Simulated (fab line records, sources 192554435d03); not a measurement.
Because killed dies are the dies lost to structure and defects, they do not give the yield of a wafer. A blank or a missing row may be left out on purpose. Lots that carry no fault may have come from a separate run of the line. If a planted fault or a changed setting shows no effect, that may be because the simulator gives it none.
Matching of chambers    flow n5-finfet    rie-diel-03 running N5_BEOL_M2_ETCH_69: 4 sister chambers
The step etches SiARC in CF4, target depth 15.6 nm, time 26 s. 4 wafers are shown with their chamber, then 9 later ones without.

## WAFERS PAIRED WITH THEIR CHAMBERS
wafer   chamber  showerhead-plenum-p-Torr (Torr)
L086.6  0        2.27
L088.1  1        2.07
L088.2  3        2.13
L088.4  2        2.06

## WAFERS WITHOUT THEIR CHAMBER
wafer   showerhead-plenum-p-Torr (Torr)
L089.2  2.07
L089.4  2.27
L089.5  2.07
L093.1  2.26
L093.2  2.12
L093.3  2.07
L092.2  2.12
L092.4  2.26
L092.6  2.06

## WHICH CHAMBER EACH WENT THROUGH
wafer   from the rows above      in truth
L089.2  can't be placed: 1 or 2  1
L089.4  0                        0
L089.5  can't be placed: 1 or 2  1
L093.1  0                        0
L093.2  3                        3
L093.3  can't be placed: 1 or 2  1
L092.2  3                        3
L092.4  0                        0
L092.6  can't be placed: 2 or 1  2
5 of 9 placed correctly. Unplaceable from these rows: 4, with the true chamber sitting among the candidates in 4. Number placed wrongly: 0.
How it was worked out, from the rows above alone: a wafer's distance from a chamber is the root of the sum, over the readings, of the square of ((its reading less the chamber's mean) divided by the reading's scatter). The wafer belongs to the nearest chamber; if the next one is less than 2 further off, it can't be placed. The mean given for a chamber averages the wafers shown for that chamber. The scatter: root of mean squared gap, hidden wafer to nearest shown wafer, with one shown wafer a chamber.
